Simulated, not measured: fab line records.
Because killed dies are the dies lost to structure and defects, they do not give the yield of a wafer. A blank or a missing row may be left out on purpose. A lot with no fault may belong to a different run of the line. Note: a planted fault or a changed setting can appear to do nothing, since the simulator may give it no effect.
Chamber matching    flow n5Finfet    rieDiel-02 running N5_BEOL_M2_ETCHBACK_99: 4 sister chambers
The step etches SiO2 in CHF3, target depth 5 nm, time 10.4 s. 4 wafers are shown with their chamber, then 12 later ones without.

== EACH WAFER AND ITS CHAMBER ==
wafer   chamber  drypumpMotorCurrentA (A)
L089.2  2        6.2
L090.1  1        5.5
L090.4  0        6.0
L090.5  3        5.5

== WAFERS WHOSE CHAMBER IS MISSING ==
wafer   drypumpMotorCurrentA (A)
L091.1  6.1
L091.4  6.0
L091.5  6.0
L092.2  5.5
L092.3  6.0
L092.6  5.5
L096.3  6.0
L096.4  5.5
L096.5  6.0
L095.3  6.0
L095.5  5.5
L095.6  6.0

== EACH ONE'S CHAMBER ==
wafer   from the rows above      in truth
L091.1  can't be placed: 0 or 2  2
L091.4  0                        0
L091.5  0                        0
L092.2  can't be placed: 1 or 3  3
L092.3  0                        0
L092.6  can't be placed: 1 or 3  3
L096.3  0                        0
L096.4  can't be placed: 1 or 3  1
L096.5  0                        0
L095.3  0                        0
L095.5  can't be placed: 1 or 3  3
L095.6  0                        0
Correctly placed: 7 of 12. These rows do not allow placing 5 (true chamber among the candidates in 5). Placed wrongly: 0.
How it was worked out, from the rows above alone: a wafer's distance from a chamber is the root of the sum, over the readings, of the square of ((its reading less the chamber's mean) divided by the reading's scatter). If the next closest chamber is less than 2 further off than the closest, the wafer can't be placed; otherwise it belongs to the closest. The mean given for a chamber averages the wafers shown for that chamber. The scatter: root of mean squared gap, hidden wafer to nearest shown wafer, with one shown wafer a chamber.
